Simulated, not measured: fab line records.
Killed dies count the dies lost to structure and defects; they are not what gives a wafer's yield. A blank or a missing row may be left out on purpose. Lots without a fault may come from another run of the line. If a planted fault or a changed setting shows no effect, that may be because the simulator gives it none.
fab line records + flow nandHarc
[record]
- lots = 12
- wafers = 36
- lastDay = 33
route steps=1302 shown P_GATE@175 P_CONTACT@217 END@1302
lots untouched by any fault: they come from a run of this same line in which no faults occurred
startH: start of the lot's first displayed wafer, in hours after the record's first day + waitH: hours from the lot's prior step to this one + " same as the row above + L1.1+2: one row covering several wafers at once + - no value, or no start was given + * or withheld: withheld + < > ~ a bound
route shown NAME@n: NAME is a module with steps in the file, n the number in the route of the first one + usual: mean/standard deviation taken from wafers without a fault + same: alike in all rows + chamber/n: place in a boat + sites: the reading at each site + _std_site: their standard deviation + _edge_site: inner sites' mean taken away from outer sites' mean + radiusMm: for every site, how far away it sits from the centre of the wafer + mask NAME#n: copy n + behind: the last tool/chamber to shape the wafer + hold: why the lot went on hold/how many hours it stayed there/how the hold came to an end + device: the n, p or np transistor that did not switch + end of line: the same wafers' tests at the end of the route + a step with no rows: only its recipe + killed: dies that structure and defects cost at the first sort, which is not the same as the wafer's yield + map: the dies of a wafer, with x for killed, . for not killed, _ for no die there
set.NAME: the setting that was run; set.NAME@STEP: the one run at that earlier step + model.NAME: the simulator's own value behind a step, which no gauge read
steps of the route over a sample of lots; a table a step, a row a wafer
services: a tool's chamber out of use, with start hour (startH, from the record's first day; less than 0 if before it), hours out, and reason
[[steps]]
[step NHARC_P_GATE_STRIP_75]
[recipe]
- powerW = 1500
- tempC = 250
- chemistry = O2
[usual]
- drypumpMotorCurrentA = 6.1/0.64
- heaterPowerW = 321/35
- tempC = 250.00/0.16
| lot.wafer | tool           | chamber | startH | waitH | drypumpMotorCurrentA | heaterPowerW | rfHoursCounterH | tempC  |
|-----------|----------------|---------|--------|-------|----------------------|--------------|-----------------|--------|
| L906.2    | plasmaAsher-01 | 1       | 122.41 | 0.3   | 6.2                  | 362          | 23              | 250.01 |
| L906.3    | "              | 0       | "      | "     | 6.5                  | 277          | -               | 250.09 |
| L906.5    | "              | 0       | "      | "     | 6.6                  | 285          | -               | 250.07 |
| L907.3    | plasmaAsher-01 | 0       | 132.21 | 0.1   | 6.6                  | 282          | -               | 249.93 |
| L907.5    | "              | 1       | "      | "     | 6.3                  | 356          | -               | 250.28 |
| L907.6    | "              | 0       | "      | "     | 6.6                  | 281          | -               | 249.98 |
| L908.4    | plasmaAsher-02 | 1       | 141.87 | 0.2   | 4.7                  | 362          | -               | 249.71 |
| L908.3    | "              | 0       | "      | "     | 6.3                  | 296          | -               | 249.71 |
| L908.5    | "              | 1       | "      | "     | 4.7                  | 364          | -               | 249.73 |
| L911.2    | plasmaAsher-01 | 1       | 177.86 | 0.3   | 6.3                  | 337          | 1               | 250.23 |
| L911.4    | "              | 1       | "      | "     | 6.3                  | 331          | -               | 250.14 |
| L911.6    | "              | 0       | "      | "     | 6.6                  | 280          | -               | 250.06 |
| L912.1    | plasmaAsher-01 | 0       | 183.57 | 0.2   | 6.6                  | 289          | 2               | 249.65 |
| L912.2    | "              | 1       | "      | "     | 6.3                  | 344          | 2               | 250.02 |
| L912.3    | "              | 1       | "      | "     | 6.2                  | 334          | -               | 249.88 |
| L916.1    | plasmaAsher-01 | 1       | 223.82 | 0.2   | 6.3                  | 346          | 9               | 250.15 |
| L916.3    | "              | 1       | "      | "     | 6.2                  | 336          | -               | 250.01 |
| L916.6    | "              | 0       | "      | "     | 6.6                  | 286          | -               | 249.90 |
| L917.1    | plasmaAsher-02 | 0       | 227.78 | 0.3   | 6.3                  | 286          | 31              | 250.09 |
| L917.2    | "              | 1       | "      | "     | 4.7                  | 372          | 31              | 249.80 |
| L917.5    | "              | 0       | "      | "     | 6.3                  | 298          | -               | 250.15 |
| L920.2    | plasmaAsher-01 | 0       | 254.63 | 0.3   | 6.5                  | 285          | 17              | 249.95 |
| L920.1    | "              | 1       | "      | "     | 6.3                  | 335          | 17              | 249.95 |
| L920.3    | "              | 1       | "      | "     | 6.2                  | 338          | -               | 250.08 |
| L919.2    | plasmaAsher-01 | 0       | 255.00 | 0.2   | 6.6                  | 285          | 17              | 250.10 |
| L919.5    | "              | 1       | "      | "     | 6.3                  | 342          | -               | 249.76 |
| L919.6    | "              | 0       | "      | "     | 6.6                  | 282          | -               | 249.85 |
| L923.1    | plasmaAsher-01 | 0       | 295.80 | 0.3   | 6.6                  | 286          | 27              | 250.01 |
| L923.6    | "              | 0       | "      | "     | 6.6                  | 289          | -               | 250.16 |
| L923.5    | "              | 1       | "      | "     | 6.2                  | 331          | -               | 249.98 |
| L926.1    | plasmaAsher-01 | 0       | 323.02 | 0.3   | 6.5                  | 287          | 30              | 249.76 |
| L926.2    | "              | 1       | "      | "     | 6.3                  | 326          | 30              | 249.77 |
| L926.5    | "              | 0       | "      | "     | 6.6                  | 282          | -               | 249.84 |
| L928.1    | plasmaAsher-02 | 1       | 340.34 | 0.2   | 4.7                  | 396          | 17              | 250.08 |
| L928.3    | "              | 1       | "      | "     | 4.7                  | 401          | -               | 249.95 |
| L928.6    | "              | 1       | "      | "     | 4.7                  | 390          | -               | 250.16 |
[step NHARC_P_GATE_DESCUM_61]
[recipe]
- timeS = 3
- o2FlowSccm = 200
- arFlowSccm = 0
- biasPowerW = 0
- chemistry = O2
[usual]
- chamberPressureMTorr = 60.00/0.052
- drypumpMotorCurrentA = 5.3/0.48
- mfcArSccm = 0.007/0.013
- o2FlowSccm = 200.1/0.62
- oesProductAu = 0.998/0.01
- rfVppV = 57.9/0.92
- showerheadPlenumPTorr = 1.91/0.096
- throttleValvePct = 11.310/0.0084
| lot.wafer | tool       | chamber | startH | waitH | chamberPressureMTorr | drypumpMotorCurrentA | mfcArSccm | o2FlowSccm | oesProductAu | rfHoursCounterH | rfVppV | showerheadPlenumPTorr | throttleValvePct |
|-----------|------------|---------|--------|-------|----------------------|----------------------|-----------|------------|--------------|-----------------|--------|-----------------------|------------------|
| L906.2    | rieDiel-03 | 0       | 123.39 | -     | 59.89                | 5.1                  | 0.008     | 199.9      | 0.990        | 7.8             | 57.2   | 2.02                  | 11.306           |
| L906.3    | "          | 1       | "      | "     | 60.00                | 5.1                  | 0         | 200.9      | 1.005        | 6.9             | 56.9   | 1.87                  | 11.309           |
| L906.5    | "          | 2       | "      | "     | 60.04                | 5.2                  | 0.043     | 201.0      | 1.006        | -               | 59.8   | 2.05                  | 11.308           |
| L907.3    | rieDiel-13 | 0       | 133.30 | -     | 59.96                | 5.7                  | 0         | 199.4      | 1.010        | 7.7             | 58.1   | 1.89                  | 11.329           |
| L907.6    | "          | 2       | "      | "     | 59.97                | 4.9                  | 0.019     | 200.3      | 1.005        | -               | 58.6   | 1.96                  | 11.298           |
| L907.5    | "          | 3       | "      | "     | 60.00                | 5.5                  | 0.004     | 201.4      | 0.990        | -               | 57.5   | 2.03                  | 11.291           |
| L908.3    | rieDiel-13 | 2       | 142.94 | -     | 59.99                | 4.9                  | 0.019     | 199.6      | 1.005        | 7.1             | 59.0   | 1.96                  | 11.322           |
| L908.4    | "          | 3       | "      | "     | 60.02                | 5.5                  | 0.004     | 200.5      | 0.994        | 7.9             | 60.0   | 2.03                  | 11.297           |
| L908.5    | "          | 1       | "      | "     | 60.11                | 4.7                  | 0.000     | 200.4      | 0.986        | -               | 56.6   | 1.79                  | 11.291           |
| L911.4    | rieDiel-03 | 1       | 178.96 | -     | 59.96                | 5.1                  | 0         | 199.4      | 1.012        | 2.9             | 58.5   | 1.87                  | 11.311           |
| L911.2    | "          | 2       | "      | "     | 60.04                | 5.1                  | 0.043     | 199.0      | 1.005        | 3.3             | 59.8   | 2.05                  | 11.316           |
| L911.6    | "          | 0       | "      | "     | 59.92                | 5.1                  | 0.008     | 200.5      | 0.996        | -               | 59.2   | 2.02                  | 11.315           |
| L912.1    | rieDiel-06 | 3       | 184.66 | -     | 60.08                | 6.6                  | 0         | 201.3      | 1.003        | 4.4             | 55.9   | 1.79                  | 11.309           |
| L912.2    | "          | 1       | "      | "     | 60.04                | 5.5                  | 0         | 199.5      | 1.000        | 4.1             | 57.5   | 1.78                  | 11.308           |
| L912.3    | "          | 3       | "      | "     | 59.99                | 6.6                  | 0         | 201.3      | 1.001        | -               | 56.8   | 1.79                  | 11.328           |
| L916.1    | rieDiel-13 | 2       | 224.79 | -     | 59.96                | 4.9                  | 0.019     | 200.3      | 1.006        | 0.3             | 58.3   | 1.96                  | 11.300           |
| L916.3    | "          | 1       | "      | "     | 60.01                | 4.7                  | 0.000     | 200.3      | 0.999        | 1.7             | 58.0   | 1.79                  | 11.313           |
| L916.6    | "          | 2       | "      | "     | 59.96                | 4.9                  | 0.019     | 200.1      | 1.005        | -               | 59.3   | 1.96                  | 11.311           |
| L917.2    | rieDiel-06 | 2       | 228.86 | -     | 60.06                | 5.3                  | 0         | 199.1      | 0.982        | 4.5             | 56.2   | 1.83                  | 11.310           |
| L917.1    | "          | 1       | "      | "     | 59.98                | 5.5                  | 0         | 200.2      | 0.993        | 5.7             | 57.7   | 1.78                  | 11.319           |
| L917.5    | "          | 2       | "      | "     | 59.96                | 5.3                  | 0         | 199.9      | 0.979        | -               | 56.9   | 1.83                  | 11.322           |
| L920.2    | rieDiel-06 | 2       | 255.71 | -     | 60.03                | 5.3                  | 0         | 200.5      | 0.991        | 7.6             | 58.7   | 1.83                  | 11.306           |
| L920.1    | "          | 3       | "      | "     | 59.94                | 6.6                  | 0         | 200.4      | 1.010        | 8.0             | 57.2   | 1.79                  | 11.309           |
| L920.3    | "          | 0       | "      | "     | 59.97                | 5.6                  | 0         | 200.3      | 1.005        | 8.0             | 58.5   | 1.96                  | 11.317           |
| L919.2    | rieDiel-03 | 1       | 256.09 | -     | 60.04                | 5.1                  | 0         | 199.9      | 0.998        | 7.2             | 57.6   | 1.87                  | 11.311           |
| L919.5    | "          | 0       | "      | "     | 59.96                | 5.2                  | 0.008     | 200.8      | 0.988        | -               | 59.6   | 2.02                  | 11.321           |
| L919.6    | "          | 1       | "      | "     | 59.92                | 5.1                  | 0         | 200.5      | 0.989        | -               | 56.7   | 1.87                  | 11.308           |
| L923.1    | rieDiel-13 | 3       | 296.89 | -     | 60.10                | 5.5                  | 0.004     | 199.0      | 0.987        | 5.0             | 59.9   | 2.03                  | 11.312           |
| L923.6    | "          | 2       | "      | "     | 60.01                | 4.9                  | 0.019     | 200.5      | 1.006        | -               | 58.1   | 1.95                  | 11.310           |
| L923.5    | "          | 3       | "      | "     | 60.00                | 5.5                  | 0.004     | 201.1      | 0.990        | -               | 58.1   | 2.03                  | 11.329           |
| L926.2    | rieDiel-06 | 1       | 324.15 | -     | 59.98                | 5.5                  | 0         | 199.4      | 0.977        | 0.1             | 59.0   | 1.78                  | 11.307           |
| L926.1    | "          | 0       | "      | "     | 60.02                | 5.6                  | 0         | 200.5      | 0.990        | 0.1             | 59.2   | 1.96                  | 11.301           |
| L926.5    | "          | 1       | "      | "     | 60.09                | 5.5                  | 0         | 200.2      | 0.981        | -               | 58.4   | 1.78                  | 11.302           |
| L928.1    | rieDiel-06 | 2       | 341.32 | -     | 60.09                | 5.2                  | 0         | 200.7      | 0.976        | 0.6             | 57.9   | 1.83                  | 11.306           |
| L928.3    | "          | 0       | "      | "     | 59.94                | 5.6                  | 0         | 200.1      | 1.005        | 0.6             | 58.4   | 1.96                  | 11.310           |
| L928.6    | "          | 2       | "      | "     | 59.99                | 5.3                  | 0         | 199.5      | 0.990        | -               | 57.4   | 1.83                  | 11.306           |
[step NHARC_P_CONTACT_DEP_30]
[recipe]
- targetThkA = 300
- tempC = 400
- targetThkNm = 30
- flowSccm = 200
- rfW = 450
- material = SiNx
[usual]
- heaterPowerW = 730/110
| lot.wafer | tool     | chamber | startH | waitH | heaterPowerW |
|-----------|----------|---------|--------|-------|--------------|
| L906.2    | pecvd-02 | 2       | 128.03 | 0.1   | 693          |
| L906.3    | "        | 1       | "      | "     | 767          |
| L906.5    | "        | 1       | "      | "     | 786          |
| L907.3    | pecvd-02 | 1       | 138.25 | 0.1   | 756          |
| L907.6    | "        | 1       | "      | "     | 771          |
| L907.5    | "        | 2       | "      | "     | 622          |
| L908.3    | pecvd-03 | 2       | 147.56 | 0.1   | 763          |
| L908.5    | "        | 1       | "      | "     | 534          |
| L908.4    | "        | 2       | "      | "     | 738          |
| L911.2    | pecvd-02 | 1       | 183.51 | 0.1   | 894          |
| L911.6    | "        | 1       | "      | "     | 893          |
| L911.4    | "        | 2       | "      | "     | 701          |
| L912.1    | pecvd-02 | 2       | 189.31 | 0.1   | 606          |
| L912.2    | "        | 0       | "      | "     | 782          |
| L912.3    | "        | 1       | "      | "     | 864          |
| L916.1    | pecvd-03 | 0       | 229.52 | 0.1   | 749          |
| L916.3    | "        | 1       | "      | "     | 591          |
| L916.6    | "        | 1       | "      | "     | 465          |
| L917.2    | pecvd-03 | 1       | 233.48 | 0.1   | 596          |
| L917.1    | "        | 2       | "      | "     | 770          |
| L917.5    | "        | 1       | "      | "     | 598          |
| L920.1    | pecvd-02 | 2       | 260.52 | 0.1   | 608          |
| L920.2    | "        | 0       | "      | "     | 660          |
| L920.3    | "        | 1       | "      | "     | 901          |
| L919.2    | pecvd-04 | 1       | 260.75 | 0.1   | 600          |
| L919.5    | "        | 2       | "      | "     | 816          |
| L919.6    | "        | 0       | "      | "     | 825          |
| L923.1    | pecvd-03 | 2       | 301.42 | 0.1   | 756          |
| L923.6    | "        | 2       | "      | "     | 735          |
| L923.5    | "        | 0       | "      | "     | 808          |
| L926.1    | pecvd-03 | 0       | 328.98 | 0.1   | 829          |
| L926.2    | "        | 2       | "      | "     | 819          |
| L926.5    | "        | 2       | "      | "     | 829          |
| L928.3    | pecvd-04 | 1       | 346.18 | 0.1   | 671          |
| L928.1    | "        | 2       | "      | "     | 942          |
| L928.6    | "        | 0       | "      | "     | 812          |
[step NHARC_P_CONTACT_CMP_01]
[recipe]
- targetThkNm = 200
- material = SiO2
[usual]
- edgeZonePressureFrac = 1.001/0.0055
- motorCurrentA = 12.3/0.94
| lot.wafer | tool   | chamber | startH | waitH | edgeZonePressureFrac | motorCurrentA |
|-----------|--------|---------|--------|-------|----------------------|---------------|
| L906.2    | cmp-02 | 2       | 128.95 | 0.5   | 1.002                | 13.5          |
| L906.3    | "      | 3       | "      | "     | 1.005                | 11.8          |
| L906.5    | "      | 1       | "      | "     | 1.008                | 12.6          |
| L907.3    | cmp-02 | 2       | 139.04 | -     | 1.002                | 12.6          |
| L907.5    | "      | 3       | "      | "     | 0.995                | 11.2          |
| L907.6    | "      | 0       | "      | "     | 1.005                | 12.1          |
| L908.4    | cmp-02 | 0       | 148.24 | -     | 1.002                | 13.3          |
| L908.3    | "      | 1       | "      | "     | 0.991                | 13.1          |
| L908.5    | "      | 2       | "      | "     | 1.003                | 12.1          |
| L911.2    | cmp-02 | 2       | 184.27 | -     | 1.001                | 12.9          |
| L911.4    | "      | 3       | "      | "     | 1.001                | 12.3          |
| L911.6    | "      | 1       | "      | "     | 1.002                | 12.1          |
| L912.2    | cmp-01 | 0       | 190.05 | -     | 0.999                | 11.3          |
| L912.1    | "      | 1       | "      | "     | 0.993                | 12.7          |
| L912.3    | "      | 2       | "      | "     | 1.004                | 13.6          |
| L916.1    | cmp-01 | 0       | 230.23 | -     | 1.010                | 11.7          |
| L916.3    | "      | 3       | "      | "     | 0.995                | 13.6          |
| L916.6    | "      | 1       | "      | "     | 1.000                | 12.3          |
| L917.2    | cmp-03 | 1       | 234.16 | -     | 1.003                | 11.9          |
| L917.1    | "      | 2       | "      | "     | 0.994                | 13.0          |
| L917.5    | "      | 1       | "      | "     | 0.995                | 12.1          |
| L920.2    | cmp-03 | 3       | 261.23 | -     | -                    | -             |
| L920.3    | "      | 1       | "      | "     | -                    | -             |
| L920.1    | "      | 2       | "      | "     | -                    | -             |
| L919.2    | cmp-02 | 1       | 261.51 | -     | -                    | -             |
| L919.6    | "      | 3       | "      | "     | -                    | -             |
| L919.5    | "      | 0       | "      | "     | -                    | -             |
| L923.1    | cmp-03 | 3       | 302.16 | -     | 1.001                | 11.0          |
| L923.6    | "      | 2       | "      | "     | 1.000                | 12.3          |
| L923.5    | "      | 3       | "      | "     | 1.001                | 10.9          |
| L926.2    | cmp-02 | 1       | 329.74 | -     | 1.009                | 12.6          |
| L926.1    | "      | 2       | "      | "     | 0.998                | 12.1          |
| L926.5    | "      | 3       | "      | "     | 1.007                | 11.8          |
| L928.1    | cmp-01 | 3       | 346.90 | -     | 1.018                | 13.9          |
| L928.3    | "      | 1       | "      | "     | 1.003                | 13.5          |
| L928.6    | "      | 3       | "      | "     | 1.009                | 13.4          |
[step NHARC_END_SORT_01]
[recipe]
- tempC = 25
[usual]
- killedAtArray = 53/19
- killedAtOther = 0.8/1.2
- killedAtPeriphery = 3.7/2.3
- killedDies = 57/19
- killedOpen = 3.2/1.7
- killedShort = 2.6/1.8
[same]
- grossDies = 677
| lot.wafer | tool      | chamber | startH | waitH | killedAtArray | killedAtOther | killedAtPeriphery | killedDies | killedOpen | killedShort |
|-----------|-----------|---------|--------|-------|---------------|---------------|-------------------|------------|------------|-------------|
| L920.1    | prober-02 | 0       | 716.74 | 2.5   | 74            | 0             | 603               | 677        | 2          | 4           |
| L920.2    | prober-02 | 0       | 717.56 | 2.9   | 83            | 0             | 594               | 677        | 2          | 0           |
| L920.3    | prober-02 | 0       | 718.38 | 3.2   | 81            | 1             | 595               | 677        | 4          | 3           |
| L919.2    | prober-01 | 0       | 725.23 | 2.8   | 32            | 0             | 645               | 677        | 2          | 0           |
| L919.5    | prober-01 | 0       | 727.61 | 3.7   | 25            | 0             | 652               | 677        | 3          | 1           |
| L919.6    | prober-01 | 0       | 728.40 | 4.0   | 22            | 0             | 655               | 677        | 3          | 2           |
// killed by level:class
L920.1 P_CONTACT:areaCmp=603 A_SLIT:chamberFilmFlake=27 A_CHANNEL_HOLE_D1:chamberFilmFlake=18 A_CHANNEL_HOLE_D2:chamberFilmFlake=16 A_STAIRCASE:chamberFilmFlake=3 A_CHANNEL_FILL_D1:geometricParticle:short=2 A_ONON_D1:geometricParticle:short=1 A_DECK1_JOINT:geometricParticle:open=1
L920.2 P_CONTACT:areaCmp=590 A_CHANNEL_HOLE_D1:chamberFilmFlake=33 A_SLIT:chamberFilmFlake=29 A_CHANNEL_HOLE_D2:chamberFilmFlake=16 P_STI:chamberFilmFlake=2 A_STAIRCASE:chamberFilmFlake=2 P_M2:geometricParticle:open=1 A_BLC:geometricParticle:open=1
L920.3 P_CONTACT:areaCmp=592 A_SLIT:chamberFilmFlake=27 A_CHANNEL_HOLE_D1:chamberFilmFlake=21 A_CHANNEL_HOLE_D2:chamberFilmFlake=18 A_STAIRCASE:chamberFilmFlake=6 A_M0:chamberFilmFlake=2 P_M2:geometricParticle:open=1 A_SOURCE_PLATE:geometricParticle:short=1
L919.2 P_CONTACT:areaCmp=643 A_CONTACT:chamberFilmFlake=10 A_CHANNEL_HOLE_D1:chamberFilmFlake=7 A_SLIT:chamberFilmFlake=4 A_WL_FILL:chamberFilmFlake=4 A_STAIRCASE:chamberFilmFlake=2 A_DECK1_JOINT:geometricParticle:open=1 A_M0:geometricParticle:open=1
L919.5 P_CONTACT:areaCmp=649 A_CONTACT:chamberFilmFlake=8 A_CHANNEL_HOLE_D1:chamberFilmFlake=5 A_SLIT:chamberFilmFlake=5 P_M0:chamberFilmFlake=2 A_STAIRCASE:chamberFilmFlake=2 P_M0:geometricParticle:open=1 A_ONON_D2:geometricParticle:short=1
L919.6 P_CONTACT:areaCmp=652 A_CHANNEL_HOLE_D1:chamberFilmFlake=5 A_SLIT:chamberFilmFlake=5 P_STI:chamberFilmFlake=2 A_DECK1_JOINT:chamberFilmFlake=2 A_STAIRCASE:chamberFilmFlake=2 A_CONTACT:chamberFilmFlake=2 P_M0:geometricParticle:open=1
[[services]]
| tool           | chamber | startH | hours | kind   |
|----------------|---------|--------|-------|--------|
| plasmaAsher-01 | -       | 99.70  | 12.4  | repair |
| pecvd-03       | 0       | 112.27 | 6.1   | repair |
| pecvd-02       | 0       | 124.07 | 12.4  | repair |
| rieDiel-06     | -       | 130.20 | 9.0   | pm     |
| cmp-02         | -       | 134.58 | 4.0   | pm     |
| cmp-02         | -       | 156.66 | 0.5   | repair |
| rieDiel-06     | 0       | 158.18 | 2.5   | repair |
| rieDiel-13     | -       | 165.00 | 9.0   | pm     |
| plasmaAsher-01 | -       | 165.54 | 9.0   | pm     |
| rieDiel-06     | 2       | 173.26 | 16.1  | repair |
| rieDiel-13     | 0       | 175.52 | 3.4   | repair |
| rieDiel-06     | 0       | 181.63 | 3.9   | repair |
| pecvd-03       | -       | 185.00 | 13.0  | pm     |
| cmp-02         | -       | 207.68 | 3.8   | repair |
| rieDiel-06     | 3       | 213.73 | 5.2   | repair |
| pecvd-02       | 1       | 216.86 | 6.4   | repair |
| pecvd-02       | -       | 227.00 | 13.0  | pm     |
| cmp-02         | -       | 232.64 | 4.0   | pm     |
| cmp-02         | -       | 302.85 | 4.0   | repair |
| rieDiel-06     | -       | 307.20 | 9.0   | pm     |
| rieDiel-06     | 3       | 320.80 | 13.6  | repair |
| cmp-02         | -       | 330.64 | 4.0   | pm     |
| rieDiel-06     | 2       | 342.10 | 8.0   | repair |
| plasmaAsher-01 | -       | 342.54 | 9.0   | pm     |
[[key]]
[firstSign]
- step = NHARC_P_CONTACT_CMP_01
- reading = toolRecord
- direction = missing
[effect]
- step = NHARC_END_SORT_01
- reading = killedAtPeriphery
- direction = up
- sigmas = 99+
- usual = 3.7
- struck = 624
[moreKillsBornAt]
- NHARC_P_CONTACT_CMP_01@cmp-02 = 1944
- NHARC_P_CONTACT_CMP_01@cmp-03 = 1784
metAt NHARC_P_CONTACT_CMP_01
struckLots L919,L920
laterRowsLeftOut L919.2,L919.5,L919.6,L920.1,L920.2,L920.3
testerLeftOut L919,L920
notActingAt NHARC_P_GATE_STRIP_75,NHARC_P_GATE_DESCUM_61,NHARC_P_CONTACT_DEP_30
onsetBetween 234.16 261.23
[fault]
- kind = skippedStepWhole
- tool = cmp-02,cmp-03
- chamber = -
- onsetH = 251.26
- steps = NHARC_P_CONTACT_CMP_01
- scope = struckLotsOnly
// testerLeftOut: of these lots the tester's yield and bins aren't shown, on N5 and GAA mostly nor the transistor test; their killed dies are dies lost to structure and defects alone, not to doping, threshold or leakage, so they don't give the yield
// laterRowsLeftOut: the simulator's readings of these wafers behind a module that went badly wrong aren't trusted and aren't shown, but for the sort
